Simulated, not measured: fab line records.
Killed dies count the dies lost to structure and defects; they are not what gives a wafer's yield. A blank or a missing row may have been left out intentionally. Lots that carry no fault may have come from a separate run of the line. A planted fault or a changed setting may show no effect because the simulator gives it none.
Matching of chambers | flow nand_harc | NHARC_A_STAIRCASE_STRIP_476 on rie_diel-07: 4 sister chambers
The step strips in O2, time 20 s. 24 wafers are shown with their chamber, then 12 later ones without.

## WAFERS WITH THEIR CHAMBER
wafer  | chamber | showerhead_plenum_p_Torr (Torr) | drypump_motor_current_A (A) | oes_product_au (a.u.)
L076.1 | 3       | 3.60                            | 5.8                         | 1.008
L076.2 | 1       | 3.57                            | 5.9                         | 0.980
L076.6 | 2       | 3.80                            | 6.3                         | 0.988
L082.4 | 0       | 3.71                            | 5.3                         | 0.994
L082.5 | 2       | 3.79                            | 6.3                         | 0.974
L082.6 | 3       | 3.59                            | 5.8                         | 1.014
L081.2 | 1       | 3.56                            | 5.9                         | 0.990
L081.4 | 0       | 3.70                            | 5.3                         | 0.997
L081.6 | 1       | 3.56                            | 5.9                         | 0.998
L081.1 | 2       | 3.79                            | 6.3                         | 0.975
L081.3 | 3       | 3.59                            | 5.7                         | 1.018
L081.5 | 0       | 3.70                            | 5.3                         | 0.997
L083.1 | 2       | 3.79                            | 6.3                         | 0.966
L083.3 | 0       | 3.70                            | 5.3                         | 0.983
L083.4 | 3       | 3.59                            | 5.8                         | 1.009
L083.2 | 1       | 3.56                            | 5.8                         | 0.978
L083.5 | 3       | 3.59                            | 5.8                         | 0.998
L083.6 | 0       | 3.70                            | 5.3                         | 0.986
L084.2 | 3       | 3.59                            | 5.8                         | 1.016
L084.3 | 0       | 3.70                            | 5.3                         | 1.010
L084.5 | 2       | 3.79                            | 6.3                         | 0.986
L087.2 | 0       | 3.70                            | 5.3                         | 1.003
L087.3 | 2       | 3.79                            | 6.3                         | 0.991
L087.4 | 1       | 3.56                            | 5.9                         | 0.988

SIGNATURES, as means of the wafers listed above
reading                  | chamber 0 | chamber 1 | chamber 2 | chamber 3 | scatter within a chamber
showerhead_plenum_p_Torr | 3.7014    | 3.5620    | 3.7917    | 3.5917    | 0.00408
drypump_motor_current_A  | 5.300     | 5.880     | 6.300     | 5.783     | 0.0286
oes_product_au           | 0.99571   | 0.98680   | 0.98000   | 1.01050   | 0.00872
Rule: for a wafer and a chamber, the distance is found by dividing, reading by reading, the gap between the wafer's reading and the chamber's mean by the reading's scatter, squaring, summing and taking the root. The wafer belongs to the nearest chamber; if the next one is less than 2 further off, it can't be placed. The scatter: take each reading less its chamber's mean, square it, sum over the shown wafers, divide by the number of wafers less the number of chambers, and take the root.

## WAFERS MISSING THEIR CHAMBER
wafer  | showerhead_plenum_p_Torr (Torr) | drypump_motor_current_A (A) | oes_product_au (a.u.)
L087.1 | 3.59                            | 5.8                         | 1.017
L087.5 | 3.56                            | 5.9                         | 0.986
L087.6 | 3.79                            | 6.3                         | 0.983
L088.1 | 3.78                            | 6.3                         | 1.000
L088.3 | 3.58                            | 5.8                         | 1.005
L088.6 | 3.58                            | 5.8                         | 1.015
L090.2 | 3.55                            | 5.9                         | 0.990
L090.4 | 3.70                            | 5.3                         | 0.999
L090.5 | 3.55                            | 5.9                         | 0.990
L094.2 | 3.69                            | 5.3                         | 1.000
L094.5 | 3.69                            | 5.3                         | 0.996
L094.6 | 3.58                            | 5.8                         | 1.019

## WHICH CHAMBER EACH ONE RAN IN
wafer  | from the rows above | in truth
L087.1 | 3                   | 3
L087.5 | 1                   | 1
L087.6 | 2                   | 2
L088.1 | 2                   | 2
L088.3 | 3                   | 3
L088.6 | 3                   | 3
L090.2 | 1                   | 1
L090.4 | 0                   | 0
L090.5 | 1                   | 1
L094.2 | 0                   | 0
L094.5 | 0                   | 0
L094.6 | 3                   | 3
Correctly placed: 12 of 12. Can't be placed from these rows: 0. 0 placed wrongly.
